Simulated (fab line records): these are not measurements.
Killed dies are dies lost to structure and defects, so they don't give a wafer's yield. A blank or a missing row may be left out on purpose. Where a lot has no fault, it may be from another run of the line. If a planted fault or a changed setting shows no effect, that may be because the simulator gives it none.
The tool behind it: which one? + flow n5 finfet + 33 wafers from 11 lots sampled at 2 of the route's 1938 steps

## WHAT THE GAUGES READ, wafer by wafer
N5_BEOL_M14_INSPECT_12: inspects for defects (macro).
| lot  | measured     | on                | raw defect count |
|------|--------------|-------------------|------------------|
| L420 | day 11 10:27 | defect inspect-01 | 1 4 1            |
| L422 | day 11 13:42 | defect inspect-01 | 1 3 2            |
| L421 | day 11 19:47 | defect inspect-02 | 2 1 1            |
| L427 | day 13 06:08 | defect inspect-01 | 7 4 1            |
| L426 | day 13 14:10 | defect inspect-01 | 1 3 3            |
| L428 | day 13 14:36 | defect inspect-01 | 2 2 3            |
| L425 | day 13 15:26 | defect inspect-01 | 2 3 3            |
| L432 | day 15 01:01 | defect inspect-01 | 3 1 3            |
| L439 | day 16 06:31 | defect inspect-01 | 3 2 0            |
| L438 | day 16 09:11 | defect inspect-01 | 1 6 6            |
| L440 | day 17 11:22 | defect inspect-01 | 0 2 0            |

## WHICH TOOL RAN EACH LOT (tool, then ch and the chambers of the sampled wafers, then the start)
| lot  | N5_BEOL_M13_ANNEAL_48            |
|------|----------------------------------|
| L420 | rtp anneal-02 ch 0, day 11 08:58 |
| L422 | rtp anneal-01 ch 0, day 11 12:20 |
| L421 | rtp anneal-01 ch 0, day 11 18:22 |
| L427 | rtp anneal-01 ch 0, day 13 04:49 |
| L426 | rtp anneal-02 ch 0, day 13 12:42 |
| L428 | rtp anneal-02 ch 0, day 13 13:17 |
| L425 | rtp anneal-01 ch 0, day 13 14:05 |
| L432 | rtp anneal-01 ch 0, day 14 23:43 |
| L439 | rtp anneal-02 ch 0, day 16 05:16 |
| L438 | rtp anneal-02 ch 0, day 16 07:47 |
| L440 | rtp anneal-01 ch 0, day 17 10:05 |
- N5_BEOL_M13_ANNEAL_48: time 90 s.

## WHAT THE TOOLS THEMSELVES READ (means of the sampled wafers that have a number; where no wafer has one, the mark that the record gives instead)
N5_BEOL_M13_ANNEAL_48.
| lot  | tool          | wafer_temp_C_max |
|------|---------------|------------------|
| L420 | rtp anneal-02 | 225.7            |
| L422 | rtp anneal-01 | 226.5            |
| L421 | rtp anneal-01 | 226.2            |
| L427 | rtp anneal-01 | 226.0            |
| L426 | rtp anneal-02 | 225.8            |
| L428 | rtp anneal-02 | 225.6            |
| L425 | rtp anneal-01 | 226.3            |
| L432 | rtp anneal-01 | 226.6            |
| L439 | rtp anneal-02 | 225.6            |
| L438 | rtp anneal-02 | 225.5            |
| L440 | rtp anneal-01 | 226.2            |

## THE ANSWER, worked out from the rows above alone
Rule: what is usual is taken from the lots themselves. The widest of any qualifying gaps counts: lots, ordered by their means at a reading, are off when they make up no more than a third of the lots, leave a main group of 4 or more, and stand apart from it by 3 or more times the standard deviation of that group's means. If all means in a main group match to the digits the tables above print for the reading, that group is not used. Also off: a lot with no number at a reading for which 4 or more lots have one. All remaining lots with rows at the step are treated as sound. After the gauges, taken in route order, come the tools' own readings; for these a lot's mean is taken, as printed above. The first step at which some lot is off is used, and at that step the reading that is off furthest; a lot without a number counts as furthest.
No lot is off on any of the readings shown, so nothing can be concluded from this.

## WHAT THE SIMULATOR PUT IN
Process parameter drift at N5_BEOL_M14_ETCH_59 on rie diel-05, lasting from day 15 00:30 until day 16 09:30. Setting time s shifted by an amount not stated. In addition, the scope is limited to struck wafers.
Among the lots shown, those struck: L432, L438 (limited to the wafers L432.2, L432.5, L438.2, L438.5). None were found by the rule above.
